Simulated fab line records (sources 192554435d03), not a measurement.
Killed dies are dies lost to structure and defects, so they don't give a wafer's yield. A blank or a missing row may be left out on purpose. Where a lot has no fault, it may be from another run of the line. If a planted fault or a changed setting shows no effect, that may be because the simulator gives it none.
Struck lot and sound lot, side by side | flow n5 finfet | 14 out of 1938 route steps
Sound: these wafers, L225.2, L225.4, L225.6. Struck: wafers L243.3, L243.5, L243.6. The cause is named last.
Per side, at each step with rows, come the tool, then ch with its chambers, and then its first start. Under that, the readings that differ: sound wafers | struck wafers | difference of the means | sigmas: that difference in standard deviations of wafers without a fault.
alike: readings whose means differ by less than 2 such deviations, and words and numbers that are the same on both sides. not compared: withheld readings, readings that some wafer has no value for, bounds like >300 that may hide the same value, and numbers for which the record gives no deviation and whose values overlap.
The two part at a step that has a row with sigmas, a row that says differs or no value, or rows on one side only. Non-overlapping numbers with no deviation appear without sigmas and do not part them. Lack of a reading on every wafer of one side parts them only where that side has two or more wafers.

N5_BEOL_M0_SAQP_ETCH_73: etches SiARC in CF4, target depth 19.5 nm, time 32.5 s.
  sound on rie diel-02 ch 2,3, day 5 21:16; struck on rie diel-02 ch 0,1, day 10 05:02
  alike: bias w, drypump motor current A, etch rf on time s, oes product au, rf vpp V, showerhead plenum p Torr, throttle valve pct
  not compared: rf hours counter h
N5_BEOL_M0_SAQP_CUT_ETCH_46: etches SOC in N2/H2, target depth 135 nm, overetch 27 nm, time 202.5 s.
  sound on rie diel-02 ch 2,3, day 5 21:17; struck on rie diel-02 ch 0,1, day 10 05:04
  alike: bias w, drypump motor current A, rf vpp V, showerhead plenum p Torr, temp c, throttle valve pct
  not compared: rf hours counter h
then, 2 steps without rows for these wafers: N5_BEOL_M0_SAQP_STRIP_74 (strips in N2/H2); N5_BEOL_M0_SAQP_STRIP_89 (strips in N2/H2).
N5_BEOL_M0_SAQP_ALD_48: deposits SiO2, target thk 20 nm, pulse time 1 s, co reactant pulse time 1 s.
  sound on ald sin-01 ch 0,2,3, day 5 21:33; struck on ald sin-03 ch 1,2, day 10 05:16
  alike: heater power w, precursor pulse height rel
N5_BEOL_M0_SAQP_ETCH_49: etches SiO2 in CF4/O2, target depth 37 nm.
  sound on rie diel-06 ch 0,2, day 5 22:04; struck on rie diel-06 ch 2,3, day 10 05:50
  alike: bias w, drypump motor current A, oes product au, rf vpp V, showerhead plenum p Torr, throttle valve pct
  not compared: rf hours counter h
N5_BEOL_M0_SAQP_STRIP_75: strips in CF4.
  sound on rie diel-06 ch 0,2, day 5 22:10; struck on rie diel-06 ch 2,3, day 10 05:56
  alike: drypump motor current A, oes product au, rf vpp V, showerhead plenum p Torr, throttle valve pct
  not compared: rf hours counter h
then, 5 steps without rows for these wafers: N5_BEOL_M0_CUTY_COAT_50 (time 60 s, resist thk 15 nm); N5_BEOL_M0_CUTY_COAT_51 (resist thk 150 nm); N5_BEOL_M0_CUTY_EBR_52; N5_BEOL_M0_CUTY_SOFTBAKE_53 (time 60 s); N5_BEOL_M0_CUTY_EXPOSE_54 (exposes mask M0 ABLK).
N5_BEOL_M0_CUTY_PEB_55: peb time 60 s.
  sound on litho track-04 ch 0, day 5 22:30; struck on litho track-03, day 10 06:16
  no value came back on the struck wafers for chill plate temp C (C), exhaust pa (Pa); on the sound wafers chill plate temp C (C) reads 23.09 23.24 23.03
then, 1 step without rows for these wafers: N5_BEOL_M0_CUTY_DEVELOP_56 (develop time 30 s).

== WHERE THEY PART ==
Only at N5_BEOL_M0_CUTY_PEB_55, within this record.

WHY: the cause the simulator had injected
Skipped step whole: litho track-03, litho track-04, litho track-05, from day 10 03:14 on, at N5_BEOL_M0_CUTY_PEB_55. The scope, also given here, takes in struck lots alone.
